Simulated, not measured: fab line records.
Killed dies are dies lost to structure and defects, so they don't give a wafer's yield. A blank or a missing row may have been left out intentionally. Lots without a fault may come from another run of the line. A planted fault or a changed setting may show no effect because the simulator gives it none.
Which tool is to blame?    flow n5Finfet    Sampling: 11 lots, 31 wafers, 4 of 1938 route steps

## WHAT THE GAUGES SHOWED, per wafer
N5_PASSIVATION_CD_MEAS_30: the cd target is 4000 nm.
lot   measured      on        cdNm (nm)
L798  day 12 00:25  cdSem-02  3998.2 3998.5 4001.5
L797  day 12 00:59  cdSem-02  4003.5 4001.7
L800  day 12 13:37  cdSem-01  4000.1 4000.4 3998.5
L802  day 13 03:29  cdSem-02  4005.3 4002.6 4003.0
L801  day 13 03:54  cdSem-01  4000.7 4001.2 4000.6
L805  day 13 16:05  cdSem-02  4002.8 4005.2 4003.8
L810  day 15 01:35  cdSem-03  4010.5 3999.8
L816  day 16 23:31  cdSem-01  3998.5 3998.9 3997.0
L817  day 17 04:22  cdSem-02  3998.0 4002.2 4000.0
L819  day 17 08:12  cdSem-02  4002.5 4003.7 4000.4
L820  day 17 14:54  cdSem-02  3999.4 3999.9 4001.5

## TOOL THAT RAN EACH LOT (tool first, then ch and the chambers of the sampled wafers, then the start)
lot   N5_PASSIVATION_SPUTTER_20    N5_PASSIVATION_AL_DEP_21     N5_PASSIVATION_EXPOSE_27
L798  pvdSputter-01, day 11 23:44  pvdSputter-01, day 11 23:50  krfScanner-02 ch 0, day 12 00:15
L797  pvdSputter-01, day 12 00:17  pvdSputter-01, day 12 00:23  krfScanner-01 ch 0, day 12 00:49
L800  pvdSputter-02, day 12 12:55  pvdSputter-02, day 12 13:01  krfScanner-01 ch 0, day 12 13:27
L802  pvdSputter-01, day 13 02:55  pvdSputter-01, day 13 03:01  krfScanner-01 ch 0, day 13 03:19
L801  pvdSputter-01, day 13 03:20  pvdSputter-01, day 13 03:26  krfScanner-01 ch 0, day 13 03:44
L805  pvdSputter-02, day 13 15:23  pvdSputter-02, day 13 15:29  krfScanner-01 ch 0, day 13 15:55
L810  pvdSputter-03, day 15 01:01  pvdSputter-03, day 15 01:07  krfScanner-01 ch 0, day 15 01:25
L816  pvdSputter-03, day 16 22:57  pvdSputter-03, day 16 23:03  krfScanner-02 ch 0, day 16 23:21
L817  pvdSputter-01, day 17 03:48  pvdSputter-01, day 17 03:54  krfScanner-02 ch 0, day 17 04:12
L819  pvdSputter-01, day 17 07:38  pvdSputter-01, day 17 07:44  krfScanner-02 ch 0, day 17 08:02
L820  pvdSputter-02, day 17 14:20  pvdSputter-02, day 17 14:26  krfScanner-02 ch 0, day 17 14:43
- N5_PASSIVATION_SPUTTER_20: material TaN, target thk 50 nm.
- N5_PASSIVATION_AL_DEP_21: deposits Al, target thk 2800 nm, time 170 s.
- N5_PASSIVATION_EXPOSE_27: exposes mask PAD, defocus 0 nm.

## WHAT THE TOOLS THEMSELVES READ (means of the sampled wafers that have a number; where no wafer has one, the mark that the record gives instead)
N5_PASSIVATION_SPUTTER_20.
lot   tool           susceptorTempC (C)  throttleValvePct (%)
L798  pvdSputter-01  25.05               28.7
L797  pvdSputter-01  25.12               29.8
L800  pvdSputter-02  24.96               30.1
L802  pvdSputter-01  24.96               28.6
L801  pvdSputter-01  25.05               29.6
L805  pvdSputter-02  24.97               29.8
L810  pvdSputter-03  25.02               30.2
L816  pvdSputter-03  24.93               30.7
L817  pvdSputter-01  24.91               29.6
L819  pvdSputter-01  24.87               29.1
L820  pvdSputter-02  25.05               29.8

N5_PASSIVATION_AL_DEP_21.
lot   tool           susceptorTempC (C)  throttleValvePct (%)
L798  pvdSputter-01  400.13              28.7
L797  pvdSputter-01  399.89              29.9
L800  pvdSputter-02  400.05              30.0
L802  pvdSputter-01  399.97              28.7
L801  pvdSputter-01  399.93              29.8
L805  pvdSputter-02  399.83              30.1
L810  pvdSputter-03  399.90              30.3
L816  pvdSputter-03  399.99              30.4
L817  pvdSputter-01  399.91              29.5
L819  pvdSputter-01  400.09              29.0
L820  pvdSputter-02  400.12              29.8

## THE ANSWER, worked out from the rows above alone
Rule: the lots themselves supply what counts as usual. The widest of any qualifying gaps counts: lots, ordered by their means at a reading, are off when they make up no more than a third of the lots, leave a main group of 4 or more, and stand apart from it by 3 or more times the standard deviation of that group's means. Not used: any main group whose means are identical at the precision the tables above print for the reading. Also off: a lot with no number at a reading for which 4 or more lots have one. Any other lot the step has rows for is counted as sound. First the gauges in route order, then the tools' own readings, where a lot's mean is used as printed above. At the first step where some lot is off, the reading lying furthest off is the one used; lots without a number count as furthest.
No lot is off at any reading shown: from this, nothing can be told.

## WHAT HAD BEEN PUT IN BY THE SIMULATOR
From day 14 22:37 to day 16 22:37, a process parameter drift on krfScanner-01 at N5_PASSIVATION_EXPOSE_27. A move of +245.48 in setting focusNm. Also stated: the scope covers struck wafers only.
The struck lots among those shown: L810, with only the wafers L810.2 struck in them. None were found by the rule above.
